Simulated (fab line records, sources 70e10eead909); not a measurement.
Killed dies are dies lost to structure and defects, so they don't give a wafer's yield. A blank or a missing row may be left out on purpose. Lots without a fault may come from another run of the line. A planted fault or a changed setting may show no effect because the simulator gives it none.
Which tool did it? | flow nand_harc | 24 lots, 72 wafers sampled, at 5 steps of a route of 1302

WHAT THE GAUGES READ, wafer by wafer
NHARC_A_SLIT_CD_MEAS_09: target cd 300 nm. Usual: cd_nm 300.5 nm, standard deviation 0.76.
lot  | measured     | on        | cd_nm (nm)        | flag
L074 | day 19 10:15 | cd_sem-02 | 300.5 299.4 301.2 |
L075 | day 19 22:11 | cd_sem-02 | 302.0 299.8 301.1 |
L076 | day 20 09:56 | cd_sem-02 | 300.0 300.2 299.6 |
L078 | day 20 16:39 | cd_sem-01 | 301.7 300.7 300.8 |
L077 | day 21 11:17 | cd_sem-01 | 299.3 299.7 300.8 |
L080 | day 21 23:06 | cd_sem-03 | 300.4 301.9 301.1 |
L079 | day 22 07:51 | cd_sem-03 | 299.6 301.1 300.6 |
L081 | day 22 18:23 | cd_sem-03 | 300.7 300.7 301.3 |
L082 | day 23 00:36 | cd_sem-01 | 300.4 299.5 299.4 |
L084 | day 23 15:59 | cd_sem-03 | 299.7 300.2 300.6 |
L083 | day 23 20:16 | cd_sem-02 | 300.3 298.9 299.5 |
L086 | day 24 08:21 | cd_sem-03 | 299.4 299.4 301.3 |
L085 | day 24 10:47 | cd_sem-03 | 300.1 301.2 300.7 |
L088 | day 25 08:55 | cd_sem-03 | 299.7 299.2 300.6 |
L087 | day 25 09:46 | cd_sem-03 | 301.4 300.6 300.0 |
L089 | day 25 09:10 | cd_sem-03 | 300.8 301.8 299.9 |
L091 | day 26 00:35 | cd_sem-03 | 301.8 301.5 301.3 |
L090 | day 26 00:56 | cd_sem-01 | 300.6 298.9 300.2 |
L092 | day 27 22:29 | cd_sem-03 | 300.9 300.2 301.0 |
L093 | day 27 21:04 | cd_sem-02 | 299.9 299.5 300.8 |
L094 | day 28 05:34 | cd_sem-01 | 299.6 299.0 301.1 |
L095 | day 28 11:42 | cd_sem-02 | 300.1 301.5 299.9 |
L096 | day 28 19:50 | cd_sem-01 | 301.2 300.3 299.9 |
L097 | day 29 03:40 | cd_sem-01 | 299.6 300.1 298.8 |

NHARC_A_SLIT_OVL_MEAS_10. Usual: overlay_x_nm -0.2 nm, standard deviation 0.77; overlay_y_nm 0.1 nm, standard deviation 0.77.
lot  | measured     | on         | overlay_x_nm (nm) | overlay_y_nm (nm) | flag
L074 | day 19 10:20 | overlay-01 | -0.3 0.1 0.9      | -0.9 -0.7 -1.0    |
L075 | day 19 22:17 | overlay-01 | -0.7 -0.8 -0.9    | 1.1 1.0 1.4       |
L076 | day 20 10:01 | overlay-02 | 0.6 0.8 0.7       | -0.7 -0.7 0.0     |
L078 | day 20 16:44 | overlay-01 | 0.1 -0.4 -1.3     | -0.4 0.2 0.3      |
L077 | day 21 11:22 | overlay-01 | -1.2 -0.7 -1.1    | 0.0 0.1 0.5       |
L080 | day 21 23:11 | overlay-02 | 0.7 0.8 1.0       | 0.5 0.0 0.3       |
L079 | day 22 07:56 | overlay-02 | -0.8 -0.4 -0.5    | -0.3 -0.7 -0.7    |
L081 | day 22 18:28 | overlay-02 | 0.3 -0.1 0.0      | 0.9 0.7 1.1       |
L082 | day 23 00:42 | overlay-01 | 0.5 0.3 0.1       | 0.4 0.6 0.4       |
L084 | day 23 16:04 | overlay-02 | 0.0 0.4 1.0       | -0.5 -0.8 -0.4    |
L083 | day 23 20:22 | overlay-02 | -0.7 -0.2 -0.9    | -0.9 -0.5 -0.2    |
L086 | day 24 08:26 | overlay-01 | 0.4 -0.2 0.7      | 0.6 1.0 0.7       |
L085 | day 24 10:52 | overlay-02 | -0.8 -0.8 -1.2    | -0.4 0.2 -0.1     |
L088 | day 25 09:01 | overlay-01 | 1.1 1.3 1.2       | 2.4 1.8 1.7       |
L087 | day 25 09:52 | overlay-01 | -0.3 -0.3 -0.6    | 0.1 0.6 -0.6      |
L089 | day 25 09:15 | overlay-01 | -1.5 -2.0 -1.2    | -1.2 -0.4 -0.7    |
L091 | day 26 00:41 | overlay-02 | -0.3 -0.2 -0.1    | -0.5 -0.4 0.0     |
L090 | day 26 01:01 | overlay-01 | -0.9 -0.6 -0.9    | -0.7 -0.5 -1.0    |
L092 | day 27 22:35 | overlay-02 | 0.4 0.2 0.0       | 1.8 1.0 1.2       |
L093 | day 27 21:09 | overlay-02 | -0.8 -1.4 -1.9    | 1.1 0.6 0.7       |
L094 | day 28 05:40 | overlay-02 | 0.8 0.7 0.8       | 0.6 0.1 0.3       |
L095 | day 28 11:47 | overlay-01 | -0.5 -1.1 -0.7    | -0.3 0.1 0.6      |
L096 | day 28 19:56 | overlay-01 | 0.0 0.3 0.2       | -1.0 -0.4 -1.1    |
L097 | day 29 03:45 | overlay-01 | 0.4 0.7 -0.1      | -0.8 -1.1 -0.8    |

WHICH TOOL RAN EACH LOT (tool, then ch and the chambers of the sampled wafers, then the start)
lot  | NHARC_A_STAIRCASE_CMP_472     | NHARC_A_SGD_CUT_ETCH_58            | NHARC_A_SGD_CUT_STRIP_28
L074 | cmp-03 ch 2,3, day 18 18:38   | rie_diel-11 ch 0,1, day 18 20:05   | rie_diel-01 ch 0,3, day 19 02:54
L075 | cmp-03 ch 2,3, day 19 09:20   | rie_diel-11 ch 0,1,2, day 19 10:44 | rie_diel-01 ch 0,1, day 19 17:12
L076 | cmp-02 ch 1,2, day 19 21:04   | rie_diel-01 ch 0,1, day 19 22:23   | rie_diel-01 ch 1,2,3, day 20 09:56 or earlier
L078 | cmp-03 ch 0,2,3, day 20 03:00 | rie_diel-11 ch 0,2,3, day 20 04:32 | rie_diel-01 ch 1,2,3, day 20 16:39 or earlier
L077 | cmp-04 ch 0,1,2, day 20 20:04 | rie_diel-11 ch 0,3, day 20 21:29   | rie_diel-01 ch 1,2, day 21 11:17 or earlier
L080 | cmp-04 ch 1,3, day 21 06:52   | rie_diel-03 ch 0,1,2, day 21 08:15 | rie_diel-03 ch 0,1,3, day 21 23:06 or earlier
L079 | cmp-02 ch 1,2,3, day 21 18:58 | rie_diel-01 ch 0,1,2, day 21 20:14 | rie_diel-11 ch 0,2,3, day 22 07:51 or earlier
L081 | cmp-02 ch 0,1,3, day 22 04:37 | rie_diel-11 ch 0,3, day 22 05:53   | rie_diel-01 ch 0,2, day 22 18:23 or earlier
L082 | cmp-04 ch 1,2,3, day 22 10:29 | rie_diel-11 ch 1,2,3, day 22 11:50 | rie_diel-03 ch 1,2,3, day 23 00:36 or earlier
L084 | cmp-04 ch 0,1,3, day 23 01:28 | rie_diel-11 ch 0,1,3, day 23 02:50 | rie_diel-11 ch 0,2,3, day 23 15:59 or earlier
L083 | cmp-03 ch 0,1,2, day 23 06:58 | rie_diel-01 ch 0,1,2, day 23 08:20 | rie_diel-03 ch 1,2, day 23 20:16 or earlier
L086 | cmp-02 ch 0,1,2, day 23 17:41 | rie_diel-03 ch 0,1,2, day 23 19:05 | rie_diel-03 ch 0,1,2, day 24 08:21 or earlier
L085 | cmp-03 ch 2,3, day 23 17:51   | rie_diel-01 ch 0,1,2, day 23 19:15 | rie_diel-11 ch 0,2,3, day 24 10:47 or earlier
L088 | cmp-03 ch 0,2,3, day 24 16:34 | rie_diel-11 ch 0,2,3, day 24 17:58 | rie_diel-03 ch 2,3, day 25 00:26
L087 | cmp-02 ch 0,2,3, day 24 16:58 | rie_diel-03 ch 0,2, day 24 18:22   | rie_diel-01 ch 1,2,3, day 25 09:46 or earlier
L089 | cmp-04 ch 1,3, day 24 17:08   | rie_diel-01 ch 0,1,3, day 24 18:31 | rie_diel-01 ch 0,1,3, day 25 09:10 or earlier
L091 | cmp-02 ch 1,2, day 25 10:34   | rie_diel-03 ch 0,2,3, day 25 11:57 | rie_diel-03 ch 0,2,3, day 26 00:35 or earlier
L090 | cmp-02 ch 1,3, day 25 10:53   | rie_diel-01 ch 0,2, day 25 12:16   | rie_diel-01 ch 0,2,3, day 26 00:56 or earlier
L092 | cmp-04 ch 0,1,3, day 27 00:55 | rie_diel-03 ch 0,1,2, day 27 02:19 | rie_diel-01 ch 0,1,2, day 27 22:29 or earlier
L093 | cmp-04 ch 0,2,3, day 27 01:13 | rie_diel-01 ch 1,2,3, day 27 02:38 | rie_diel-03 ch 0,1,3, day 27 21:04 or earlier
L094 | cmp-03 ch 0,1,2, day 27 13:57 | rie_diel-01 ch 0,3, day 27 15:21   | rie_diel-01 ch 1,3, day 28 05:34 or earlier
L095 | cmp-04 ch 0,1,3, day 27 23:07 | rie_diel-11 ch 1,2, day 28 00:25   | rie_diel-11 ch 0,2, day 28 11:42 or earlier
L096 | cmp-03 ch 0,2, day 28 06:30   | rie_diel-01 ch 0,3, day 28 07:56   | rie_diel-03 ch 1,2,3, day 28 19:50 or earlier
L097 | cmp-04 ch 1,3, day 28 13:56   | rie_diel-01 ch 0,2,3, day 28 15:13 | rie_diel-03 ch 1,2,3, day 29 03:40 or earlier
- NHARC_A_STAIRCASE_CMP_472: polishes SiO2.
- NHARC_A_SGD_CUT_ETCH_58: etches the open film in CF4, target depth 39 nm, time 65 s.
- NHARC_A_SGD_CUT_STRIP_28: strips in O2, time 20 s.

WHAT THE TOOLS THEMSELVES READ (means of the sampled wafers that have a number; where no wafer has one, the mark that the record gives instead)
NHARC_A_STAIRCASE_CMP_472. Usual: motor_current_A 11.6 A, standard deviation 1.1.
lot  | tool   | motor_current_A (A) | flag
L074 | cmp-03 | 11.7                |
L075 | cmp-03 | 11.7                |
L076 | cmp-02 | 12.0                |
L078 | cmp-03 | 11.9                |
L077 | cmp-04 | 11.6                |
L080 | cmp-04 | 11.4                |
L079 | cmp-02 | 11.6                |
L081 | cmp-02 | 12.2                |
L082 | cmp-04 | 11.4                |
L084 | cmp-04 | 11.4                |
L083 | cmp-03 | 11.5                |
L086 | cmp-02 | 12.1                |
L085 | cmp-03 | 10.6                |
L088 | cmp-03 | 11.5                |
L087 | cmp-02 | 12.3                |
L089 | cmp-04 | 12.0                |
L091 | cmp-02 | 12.1                |
L090 | cmp-02 | 11.9                |
L092 | cmp-04 | 11.2                |
L093 | cmp-04 | 10.9                |
L094 | cmp-03 | 10.9                |
L095 | cmp-04 | 11.1                |
L096 | cmp-03 | 12.0                |
L097 | cmp-04 | 12.1                |

NHARC_A_SGD_CUT_ETCH_58. Usual: drypump_motor_current_A 5.5 A, standard deviation 0.54; oes_product_au 1.004 a.u., standard deviation 0.012; rf_vpp_V 150.9 V, standard deviation 1.1; showerhead_plenum_p_Torr 1.74 Torr, standard deviation 0.059; throttle_valve_pct 13.285 %, standard deviation 0.009.
lot  | tool        | drypump_motor_current_A (A) | oes_product_au (a.u.) | rf_vpp_V (V) | showerhead_plenum_p_Torr (Torr) | throttle_valve_pct (%) | flag
L074 | rie_diel-11 | 6.1                         | 0.997                 | 149.9        | 1.73                            | 13.294                 |
L075 | rie_diel-11 | 5.6                         | 1.002                 | 150.7        | 1.70                            | 13.293                 |
L076 | rie_diel-01 | 5.4                         | 1.001                 | 150.0        | 1.71                            | 13.286                 |
L078 | rie_diel-11 | 5.5                         | 1.000                 | 151.2        | 1.70                            | 13.288                 |
L077 | rie_diel-11 | 6.0                         | 1.004                 | 150.8        | 1.73                            | 13.281                 |
L080 | rie_diel-03 | 5.3                         | 1.007                 | 150.5        | 1.72                            | 13.284                 |
L079 | rie_diel-01 | 5.5                         | 1.007                 | 151.6        | 1.76                            | 13.278                 |
L081 | rie_diel-11 | 6.0                         | 1.002                 | 150.3        | 1.73                            | 13.279                 |
L082 | rie_diel-11 | 5.8                         | 1.001                 | 150.4        | 1.73                            | 13.286                 |
L084 | rie_diel-11 | 6.1                         | 0.993                 | 150.2        | 1.72                            | 13.282                 |
L083 | rie_diel-01 | 5.5                         | 1.003                 | 150.7        | 1.76                            | 13.289                 |
L086 | rie_diel-03 | 5.3                         | 1.000                 | 150.6        | 1.72                            | 13.278                 |
L085 | rie_diel-01 | 5.5                         | 1.004                 | 151.1        | 1.76                            | 13.285                 |
L088 | rie_diel-11 | 5.5                         | 1.011                 | 150.6        | 1.70                            | 13.275                 |
L087 | rie_diel-03 | 5.1                         | 1.003                 | 150.8        | 1.70                            | 13.287                 |
L089 | rie_diel-01 | 5.1                         | 1.007                 | 151.3        | 1.76                            | 13.292                 |
L091 | rie_diel-03 | 5.2                         | 1.005                 | 151.1        | 1.72                            | 13.284                 |
L090 | rie_diel-01 | 5.3                         | 1.001                 | 151.8        | 1.78                            | 13.292                 |
L092 | rie_diel-03 | 5.3                         | 0.997                 | 150.9        | 1.72                            | 13.280                 |
L093 | rie_diel-01 | 5.5                         | 1.006                 | 151.4        | 1.80                            | 13.279                 |
L094 | rie_diel-01 | 4.9                         | 1.012                 | 151.8        | 1.78                            | 13.280                 |
L095 | rie_diel-11 | 5.9                         | 1.001                 | 150.7        | 1.72                            | 13.278                 |
L096 | rie_diel-01 | 4.9                         | 1.003                 | 151.0        | 1.78                            | 13.293                 |
L097 | rie_diel-01 | 5.2                         | 0.995                 | 151.7        | 1.81                            | 13.288                 |

NHARC_A_SGD_CUT_STRIP_28. Usual: drypump_motor_current_A 5.4 A, standard deviation 0.46; o2_flow_sccm 500.0 sccm, standard deviation 1.4; oes_product_au 1.004 a.u., standard deviation 0.011; rf_vpp_V 57.7 V, standard deviation 0.88; showerhead_plenum_p_Torr 3.49 Torr, standard deviation 0.12; throttle_valve_pct 17.037 %, standard deviation 0.0092.
lot  | tool        | drypump_motor_current_A (A) | o2_flow_sccm (sccm) | oes_product_au (a.u.) | rf_vpp_V (V) | showerhead_plenum_p_Torr (Torr) | throttle_valve_pct (%) | flag
L074 | rie_diel-01 | 4.9                         | 499.6               | 1.009                 | 58.0         | 3.55                            | 17.037                 |
L075 | rie_diel-01 | 5.2                         | 499.9               | 1.005                 | 57.4         | 3.45                            | 17.036                 |
L076 | rie_diel-01 | 5.5                         | 500.7               | 1.011                 | 57.4         | 3.59                            | 17.041                 |
L078 | rie_diel-01 | 5.5                         | 499.9               | 0.999                 | 57.6         | 3.59                            | 17.041                 |
L077 | rie_diel-01 | 5.8                         | 499.7               | 1.000                 | 58.5         | 3.59                            | 17.033                 |
L080 | rie_diel-03 | 5.4                         | 501.0               | 1.005                 | 57.7         | 3.46                            | 17.040                 |
L079 | rie_diel-11 | 5.5                         | 499.9               | 1.002                 | 57.3         | 3.39                            | 17.031                 |
L081 | rie_diel-01 | 5.6                         | 500.2               | 1.010                 | 58.6         | 3.63                            | 17.037                 |
L082 | rie_diel-03 | 5.3                         | 499.1               | 0.993                 | 58.2         | 3.48                            | 17.041                 |
L084 | rie_diel-11 | 5.5                         | 501.4               | 1.002                 | 57.9         | 3.39                            | 17.039                 |
L083 | rie_diel-03 | 5.2                         | 500.7               | 0.987                 | 58.0         | 3.44                            | 17.039                 |
L086 | rie_diel-03 | 5.3                         | 498.0               | 1.000                 | 57.0         | 3.42                            | 17.036                 |
L085 | rie_diel-11 | 5.5                         | 498.9               | 1.009                 | 56.9         | 3.39                            | 17.037                 |
L088 | rie_diel-03 | 5.1                         | 501.0               | 1.001                 | 57.8         | 3.44                            | 17.043                 |
L087 | rie_diel-01 | 5.5                         | 499.8               | 0.999                 | 58.3         | 3.59                            | 17.036                 |
L089 | rie_diel-01 | 5.1                         | 498.6               | 1.014                 | 57.8         | 3.52                            | 17.031                 |
L091 | rie_diel-03 | 5.2                         | 501.3               | 1.003                 | 56.8         | 3.42                            | 17.036                 |
L090 | rie_diel-01 | 5.2                         | 499.6               | 1.005                 | 58.1         | 3.62                            | 17.039                 |
L092 | rie_diel-01 | 5.6                         | 500.8               | 1.008                 | 57.8         | 3.52                            | 17.033                 |
L093 | rie_diel-03 | 5.4                         | 500.0               | 1.009                 | 57.8         | 3.46                            | 17.028                 |
L094 | rie_diel-01 | 5.1                         | 499.7               | 1.003                 | 57.2         | 3.59                            | 17.026                 |
L095 | rie_diel-11 | 5.0                         | 499.1               | 1.009                 | 57.8         | 3.35                            | 17.041                 |
L096 | rie_diel-03 | 5.3                         | 500.3               | 1.001                 | 57.3         | 3.47                            | 17.034                 |
L097 | rie_diel-03 | 5.3                         | 499.3               | 1.008                 | 57.6         | 3.47                            | 17.044                 |

THE ANSWER, worked out from the rows above alone
Rule: a lot is off if the mean of its wafers that have a number lies more than 3 standard deviations from the usual mean. A lot without any number at a reading at which 4 lots or more have one is off too. The other lots that the step has rows for count as sound. The gauges are gone through in route order, then the tools' own readings, and for those a lot's mean is taken as printed above. The first step at which some lot is off is used, and at that step the reading that is off furthest; a lot without a number counts as furthest.
No lot is off at any reading shown: from this, nothing can be told.

WHAT THE SIMULATOR HAD PUT IN
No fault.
